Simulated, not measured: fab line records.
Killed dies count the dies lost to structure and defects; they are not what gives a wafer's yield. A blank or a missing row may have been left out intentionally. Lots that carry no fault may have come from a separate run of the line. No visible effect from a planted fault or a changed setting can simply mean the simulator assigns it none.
The same fault as seen by 2 desks | flow n5Finfet | numbers are kept per desk, each desk with only its own; the story behind them comes last

AT THE METROLOGY DESK
Means of the sampled wafers that have a number, per lot and without regard to the tool the lot ran on: this is what the gauges read. Marked OUT: a lot whose mean sits more than 4 standard deviations from the usual mean, which makes it out of limits; the brackets give that distance.
Columns: A = cdNm at N5_MIM_BOT_LITHO_CD_MEAS_08, usual 3000.2 nm; B = MIM_BOT_OVL at N5_MIM_BOT_LITHO_OVL_MEAS_11, usual -1 nm
lot  | first seen here | A      | B
L821 | day 11 22:51    | 3000.7 | 5
L823 | day 12 16:50    | 2997.6 | -2
L828 | day 13 10:02    | 3000.7 | -2
L830 | day 13 23:21    | 3001.5 | -7
L831 | day 14 04:07    | 3000.2 | -4
L833 | day 14 19:59    | 3000.3 | 4
L832 | day 15 03:52    | 2997.5 | 1
L837 | day 16 03:23    | 2999.7 | 10
L839 | day 16 11:02    | 2999.4 | -2
L841 | day 16 11:12    | 3002.5 | 1
L844 | day 18 08:15    | 3000.4 | -11
This desk's finding: nothing out of limits on any of the 11 lots.

AT THE TOOL OWNER'S DESK: rieDiel-06
The tool's own readings at N5_PASSIVATION_VIA_ETCH_13 (etches SiO2 in CHF3/O2, target depth 660 nm, time 330 s): means of the sampled wafers that have a number, for each lot that ran on this tool. Marked OUT: a lot whose mean sits more than 4 standard deviations from the usual mean, which makes it out of limits; the brackets give that distance.
Columns: A = biasW at N5_PASSIVATION_VIA_ETCH_13, usual 169.9 W; B = drypumpMotorCurrentA at N5_PASSIVATION_VIA_ETCH_13, usual 5.5 A; C = etchRfOnTimeS at N5_PASSIVATION_VIA_ETCH_13, usual 236 s; D = oesProductAu at N5_PASSIVATION_VIA_ETCH_13, usual 0.69 a.u.; E = rfVppV at N5_PASSIVATION_VIA_ETCH_13, usual 523 V; F = showerheadPlenumPTorr at N5_PASSIVATION_VIA_ETCH_13, usual 2.38 Torr; G = throttleValvePct at N5_PASSIVATION_VIA_ETCH_13, usual 18.84 %
lot  | first seen here | A                       | B   | C              | D    | E             | F    | G
L830 | day 14 02:01    | 169.8                   | 5.0 | 237            | 0.65 | 512           | 2.31 | 18.96
L831 | day 14 06:35    | 169.6                   | 5.3 | 240            | 0.71 | 526           | 2.42 | 18.90
L833 | day 14 21:50    | 170.0                   | 5.4 | 236            | 0.70 | 525           | 2.42 | 18.92
L837 | day 16 05:15    | 110.7 (-99 or more) OUT | 5.1 | 270 (+8.5) OUT | 0.66 | 365 (-27) OUT | 2.39 | 18.82
L841 | day 16 13:03    | 110.7 (-99 or more) OUT | 5.1 | 270 (+8.5) OUT | 0.59 | 367 (-27) OUT | 2.33 | 19.10
This desk's finding: out of limits on L837, L841; first on L837, day 16 05:15 (biasW at N5_PASSIVATION_VIA_ETCH_13). L830, L831, L833 stayed within limits.

PUT TOGETHER
On L837, L841, at day 16 05:15, an alarm was possible from the tool owner's desk.
From the metrology desk's view, nothing was out of limits.
The metrology desk holds a record of L837, L841, inside its limits.
Every lot named ran N5_PASSIVATION_VIA_ETCH_13 on rieDiel-06.

WHAT THE SIMULATOR HAD INSERTED
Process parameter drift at N5_PASSIVATION_VIA_ETCH_13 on rieDiel-06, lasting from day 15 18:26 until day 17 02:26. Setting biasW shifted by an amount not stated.
Lots struck among those shown: L837, L841.
Delay in hours, fault start to first out-of-limits reading, by desk: the tool owner's desk at 11.
